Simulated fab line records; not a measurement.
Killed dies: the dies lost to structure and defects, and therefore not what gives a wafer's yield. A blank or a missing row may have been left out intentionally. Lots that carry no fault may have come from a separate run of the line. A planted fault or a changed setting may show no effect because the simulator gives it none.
fab line records	flow n5Finfet
[record] lots = 10	wafers = 30	lastDay = 18
route steps=1938 shown BEOL_M5@1114
lots that met no fault: from a run of the same line without faults
startH: the number of hours between the record's first day and the start of the first shown wafer of the lot	waitH: hours since the lot's step before	" unchanged from the row above	L1.1+2: a row that stands for several wafers	- no value, or no start given	* or withheld: withheld	< > ~ a bound
route shown NAME@n: a module of which the file shows steps, and the number in the route of the first	usual: the fault-free wafers' mean and standard deviation	same: alike in all rows	chamber/n: place in a boat	sites: each site's reading	_std_site: how widely they spread, as a standard deviation	_edge_site: mean of outer sites minus mean of inner sites	radiusMm: how far each site lies from the wafer's centre	mask NAME#n: copy n	behind: the last tool/chamber to shape the wafer	hold: why the lot went on hold/how many hours it stayed there/how the hold came to an end	device: whichever transistor did not switch (one of n, p or np)	end of line: the route-end tests of the same wafers	for a step that has no rows: nothing shown but its recipe	killed: dies lost to structure and defects at the first sort, not the wafer's yield	map: a wafer's dies, marking killed ones x, the rest . and places with no die _
set.NAME: the run value of the setting; set.NAME@STEP: its run value at that earlier step	model.NAME: the simulator's own value behind a step, which no gauge read
route steps across a sampled set of lots; one table per step, one row per wafer
services: when a tool's chamber went out of use (startH, in hours from the record's first day, below 0 if earlier), for how many hours, and the reason
[[steps]]
[step N5_BEOL_M5_THK_MEAS_01]
[recipe] reads = SiCOH_lowk_of_BEOL_M5_ILD_DEP_00
[usual] M5_ILD_THK = 121.1/1.5
lot.wafer	tool	chamber	startH	waitH	M5_ILD_THK[nm]
L419.3	filmMetro-01	-	193.62	0.3	119.8
L419.4	"	-	"	"	121.7
L419.6	"	-	"	"	120.7
L424.1	filmMetro-02	-	198.51	0.4	121.6
L424.4	"	-	"	"	120.5
L424.6	"	-	"	"	123.2
L423.3	filmMetro-01	-	198.88	0.3	119.3
L423.4	"	-	"	"	122.5
L423.6	"	-	"	"	123.1
L425.1	filmMetro-01	-	201.70	0.4	119.8
L425.2	"	-	"	"	119.4
L425.5	"	-	"	"	122.2
L426.1	filmMetro-02	-	213.81	0.4	119.6
L426.4	"	-	"	"	121.1
L426.5	"	-	"	"	122.0
L432.2	filmMetro-02	-	251.40	0.4	120.6
L432.5	"	-	"	"	120.6
L432.6	"	-	"	"	121.1
L434.2	filmMetro-01	-	254.39	0.4	119.9
L434.3	"	-	"	"	120.3
L434.4	"	-	"	"	122.1
L435.1	filmMetro-01	-	272.48	0.4	119.5
L435.3	"	-	"	"	118.4
L435.4	"	-	"	"	123.2
L437.1	filmMetro-01	-	287.46	0.4	119.9
L437.2	"	-	"	"	119.9
L437.3	"	-	"	"	119.9
L441.4	filmMetro-01	-	313.54	0.2	122.7
L441.5	"	-	"	"	121.3
L441.6	"	-	"	"	120.8
[step N5_BEOL_M5_DESCUM_16]
[recipe] chemistry = O2	timeS = 7	sourcePowerW = 50	biasPowerW = 20	pressureMtorr = 20	rfFrequencyHz = 2.712e+07	tempC = 40	resist = CAR-EUV	o2FlowSccm = 225
[usual] chamberPressureMTorr = 19.999/0.016	drypumpMotorCurrentA = 5.7/0.39	oesProductAu = 0.77/0.079	rfVppV = 243.1/1.4	showerheadPlenumPTorr = 2.08/0.07	tempC = 40.01/0.11	throttleValvePct = 20.29/0.28
[same] timeS = 7
lot.wafer	tool	chamber	startH	waitH	chamberPressureMTorr	drypumpMotorCurrentA	oesProductAu	rfHoursCounterH	rfVppV	showerheadPlenumPTorr	tempC	throttleValvePct
L419.3	rieDiel-06	2	194.35	0.0	20.017	5.2	0.70	212	242.6	2.06	39.99	20.61
L419.4	"	3	"	"	20.005	5.3	0.85	-	245.4	2.21	40.01	20.41
L419.6	"	1	"	"	19.989	5.9	0.87	-	244.6	2.10	39.87	19.79
L424.1	rieDiel-03	1	200.45	0.0	19.987	5.9	0.79	90	244.9	2.19	39.98	19.94
L424.4	"	2	"	"	20.007	5.2	0.76	-	241.0	1.98	39.81	19.93
L424.6	"	3	"	"	19.975	5.9	0.68	-	243.6	2.14	40.09	20.86
L423.3	rieDiel-03	2	201.09	0.0	19.988	5.2	0.76	171	241.9	1.98	39.99	19.92
L423.4	"	2	"	"	20.003	5.2	0.75	-	241.6	1.98	40.35	19.91
L423.6	"	3	"	"	20.015	5.9	0.68	-	244.3	2.14	40.02	20.83
L425.1	rieDiel-01	1	203.77	0.0	19.986	5.8	0.71	201	243.3	2.07	39.84	20.25
L425.2	"	3	"	"	20.000	6.2	0.88	55	241.8	2.03	40.08	20.09
L425.5	"	0	"	"	20.011	5.2	0.71	-	245.6	2.15	40.13	20.35
L426.1	rieDiel-06	3	214.49	0.0	20.014	5.3	0.82	73	245.3	2.21	39.84	20.43
L426.4	"	3	"	"	19.987	5.3	0.82	-	245.2	2.21	39.87	20.41
L426.5	"	2	"	"	19.990	5.2	0.70	-	243.0	2.05	40.12	20.61
L432.2	rieDiel-06	3	252.90	0.1	20.001	5.3	0.82	86	245.8	2.20	40.00	20.46
L432.5	"	1	"	"	19.985	5.9	0.84	-	243.0	2.10	39.90	19.80
L432.6	"	0	"	"	20.005	5.8	0.88	-	240.0	2.03	40.02	20.43
L434.2	rieDiel-01	3	256.20	0.0	20.009	6.2	0.86	70	241.8	2.03	40.09	20.10
L434.3	"	0	"	"	20.009	5.2	0.70	198	243.7	2.14	39.87	20.38
L434.4	"	1	"	"	19.985	5.8	0.71	218	242.5	2.07	39.86	20.27
L435.1	rieDiel-06	2	274.33	0.2	20.000	5.2	0.70	238	240.8	2.05	39.99	20.64
L435.3	"	3	"	"	19.990	5.3	0.81	92	244.3	2.20	39.92	20.43
L435.4	"	1	"	"	20.008	5.9	0.84	67	242.9	2.10	40.15	19.81
L437.1	rieDiel-01	3	289.63	0.9	19.993	6.3	0.85	78	241.3	2.03	39.93	20.13
L437.2	"	0	"	"	19.978	5.2	0.69	209	242.7	2.14	39.92	20.40
L437.3	"	3	"	"	20.022	6.2	0.85	-	242.1	2.03	39.99	20.13
L441.4	rieDiel-03	3	315.23	0.0	19.995	5.9	0.92	19	244.1	2.14	39.97	20.49
L441.5	"	2	"	"	20.027	5.2	0.72	-	241.6	1.97	39.87	19.97
L441.6	"	3	"	"	19.972	5.9	0.90	-	243.4	2.14	39.92	20.51
[step N5_BEOL_M5_COAT_66]
[recipe] resist = SiARC	tempC = 220	timeS = 60	spinRpm = 1500	resistThkNm = 12
[usual] exhaustPa = 44.9/0.9	heaterPowerTotalW = 427.7/2.1	spinSpeedRpm = 1500.1/1
[same] timeS = 60
lot.wafer	tool	chamber	startH	waitH	exhaustPa	heaterPowerTotalW	spinSpeedRpm
L419.3	lithoTrack-04	0	195.14	-	44.3	430.5	1500.3
L419.4	"	0	"	"	45.2	427.2	1500.4
L419.6	"	0	"	"	44.8	428.9	1499.9
L424.1	lithoTrack-01	0	201.68	-	44.1	429.7	1499.7
L424.4	"	0	"	"	45.1	428.5	1498.8
L424.6	"	0	"	"	43.7	426.5	1501.3
L423.3	lithoTrack-04	0	201.87	-	46.6	430.6	1498.5
L423.4	"	0	"	"	45.9	424.5	1500.7
L423.6	"	0	"	"	43.9	425.2	1500.0
L425.1	lithoTrack-04	0	206.92	-	45.0	426.9	1499.9
L425.2	"	0	"	"	45.7	430.5	1500.6
L425.5	"	0	"	"	45.6	430.5	1497.9
L426.1	lithoTrack-01	0	215.44	-	43.9	427.2	1500.9
L426.4	"	0	"	"	45.8	428.7	1499.7
L426.5	"	0	"	"	45.7	427.3	1500.1
L432.2	lithoTrack-01	0	253.94	-	44.3	430.3	1591.6
L432.5	"	0	"	"	45.8	425.6	1592.8
L432.6	"	0	"	"	45.6	428.8	1592.4
L434.2	lithoTrack-01	0	260.43	-	44.0	424.3	1593.6
L434.3	"	0	"	"	45.0	425.5	1593.3
L434.4	"	0	"	"	42.8	430.7	1591.2
L435.1	lithoTrack-04	0	274.99	-	45.3	426.2	1499.4
L435.3	"	0	"	"	45.7	428.5	1499.8
L435.4	"	0	"	"	44.9	427.4	1500.4
L437.1	lithoTrack-03	0	290.33	-	43.8	424.0	1501.1
L437.2	"	0	"	"	43.9	431.0	1500.4
L437.3	"	0	"	"	43.8	424.1	1500.0
L441.4	lithoTrack-04	0	315.73	-	45.0	428.3	1501.1
L441.5	"	0	"	"	44.8	430.9	1499.7
L441.6	"	0	"	"	45.3	427.8	1499.9
[step N5_BEOL_M5_DESCUM_33]
[recipe] chemistry = O2	timeS = 7	sourcePowerW = 50	biasPowerW = 20	pressureMtorr = 20	rfFrequencyHz = 2.712e+07	tempC = 40	resist = CAR-EUV	o2FlowSccm = 225
[usual] chamberPressureMTorr = 20.002/0.018	drypumpMotorCurrentA = 5.7/0.39	oesProductAu = 0.77/0.082	rfVppV = 243.4/1.4	showerheadPlenumPTorr = 2.10/0.079	tempC = 39.99/0.11	throttleValvePct = 20.30/0.27
[same] timeS = 7
lot.wafer	tool	chamber	startH	waitH	chamberPressureMTorr	drypumpMotorCurrentA	oesProductAu	rfHoursCounterH	rfVppV	showerheadPlenumPTorr	tempC	throttleValvePct
L419.3	rieDiel-03	3	195.58	0.0	20.023	5.9	0.68	243	243.2	2.15	40.14	20.84
L419.4	"	3	"	"	20.039	5.9	0.68	-	244.4	2.15	40.04	20.83
L419.6	"	1	"	"	20.007	6.0	0.79	-	244.7	2.20	39.94	19.95
L424.1	rieDiel-01	0	202.20	0.0	19.979	5.2	0.71	181	245.1	2.15	40.14	20.37
L424.4	"	2	"	"	20.041	6.1	0.70	225	242.4	2.00	40.14	20.66
L424.6	"	1	"	"	20.032	5.8	0.71	-	242.9	2.07	39.97	20.26
L423.3	rieDiel-03	3	202.36	0.1	19.977	5.9	0.68	245	242.3	2.14	39.86	20.85
L423.4	"	1	"	"	20.025	6.0	0.79	91	244.2	2.19	40.09	19.94
L423.6	"	3	"	"	19.989	5.8	0.68	-	244.3	2.14	40.13	20.85
L425.1	rieDiel-06	3	207.56	0.2	19.983	5.3	0.83	71	244.6	2.21	39.78	20.43
L425.2	"	2	"	"	20.039	5.2	0.70	216	242.5	2.06	40.01	20.61
L425.5	"	2	"	"	20.001	5.2	0.69	-	243.2	2.06	40.09	20.61
L426.1	rieDiel-03	1	215.84	0.0	20.004	6.0	0.79	94	244.7	2.19	40.12	19.96
L426.4	"	0	"	"	20.010	5.3	0.83	72	245.0	2.22	39.95	20.13
L426.5	"	1	"	"	20.014	6.0	0.78	-	245.6	2.19	40.03	19.95
L432.2	rieDiel-03	2	254.65	0.2	19.986	5.2	0.74	186	241.3	1.98	40.03	19.94
L432.5	"	2	"	"	19.988	5.2	0.73	-	240.8	1.98	39.86	19.93
L432.6	"	3	"	"	20.011	5.9	0.97	-	244.0	2.14	40.00	20.48
L434.2	rieDiel-01	2	261.01	0.2	19.967	6.1	0.70	244	241.6	1.99	39.82	20.66
L434.3	"	3	"	"	20.020	6.2	0.85	72	243.5	2.03	40.05	20.14
L434.4	"	1	"	"	20.019	5.8	0.69	220	242.6	2.07	39.97	20.27
L435.1	rieDiel-01	2	276.18	0.8	19.981	6.1	0.69	248	240.0	1.99	39.98	20.67
L435.3	"	0	"	"	20.007	5.2	0.70	204	244.3	2.14	39.97	20.39
L435.4	"	3	"	"	20.031	6.2	0.85	-	242.9	2.03	40.01	20.12
L437.1	rieDiel-01	1	290.91	0.1	19.974	5.8	0.70	223	242.8	2.07	39.99	20.29
L437.2	"	0	"	"	20.016	5.2	0.69	210	245.2	2.14	40.12	20.39
L437.3	"	3	"	"	19.980	6.2	0.84	79	241.5	2.03	40.17	20.12
L441.4	rieDiel-01	2	316.25	0.0	19.997	6.1	1.00	1	245.3	2.26	39.89	20.36
L441.5	"	3	"	"	20.001	6.2	0.83	-	242.9	2.02	40.11	20.15
L441.6	"	2	"	"	20.014	6.1	1.00	-	247.2	2.26	39.75	20.34
[[services]]
tool	chamber	startH	hours	kind
rieDiel-06	0	191.26	3.2	repair
rieDiel-03	0	195.40	6.6	repair
rieDiel-06	1	206.40	12.2	repair
rieDiel-06	-	215.37	0.3	repair
rieDiel-03	3	218.34	1.6	repair
rieDiel-03	-	218.39	7.2	repair
rieDiel-03	3	231.56	-	clean
rieDiel-03	3	231.56	-	consumableReplace:focusRing
rieDiel-03	3	231.56	15.0	scheduledDown
rieDiel-03	3	231.56	15.0	ventCycle
lithoTrack-01	-	235.54	-	consumableReplace:filter
rieDiel-06	3	248.87	4.0	repair
lithoTrack-01	-	264.64	-	consumableReplace:filter
rieDiel-01	1	271.31	18.5	repair
rieDiel-01	2	282.41	8.8	repair
rieDiel-01	2	291.30	-	clean
rieDiel-01	2	291.30	-	consumableReplace:focusRing
rieDiel-01	2	291.30	-	consumableReplace:showerhead
rieDiel-01	2	291.30	21.6	scheduledDown
rieDiel-01	2	291.30	21.6	ventCycle
rieDiel-06	2	303.58	-	clean
rieDiel-06	2	303.58	-	consumableReplace:focusRing
rieDiel-06	2	303.58	16.4	scheduledDown
rieDiel-06	2	303.58	16.4	ventCycle
[[key]]
[firstSign] step = N5_BEOL_M5_COAT_66	reading = spinSpeedRpm	direction = up	sigmas = 92	usual = *	struck = *
effect none on later readings
metAt N5_BEOL_M5_COAT_66
struckLots L432,L434
notActingAt N5_BEOL_M5_THK_MEAS_01,N5_BEOL_M5_DESCUM_16,N5_BEOL_M5_DESCUM_33
onsetBetween 215.44 253.94
[fault] kind = processParameterDrift	tool = lithoTrack-01	chamber = -	onsetH = 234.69	steps = N5_BEOL_M5_COAT_66	channel = spinRpm	offset = *	shape = step	endH = 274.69	actsIn = *	stated = *
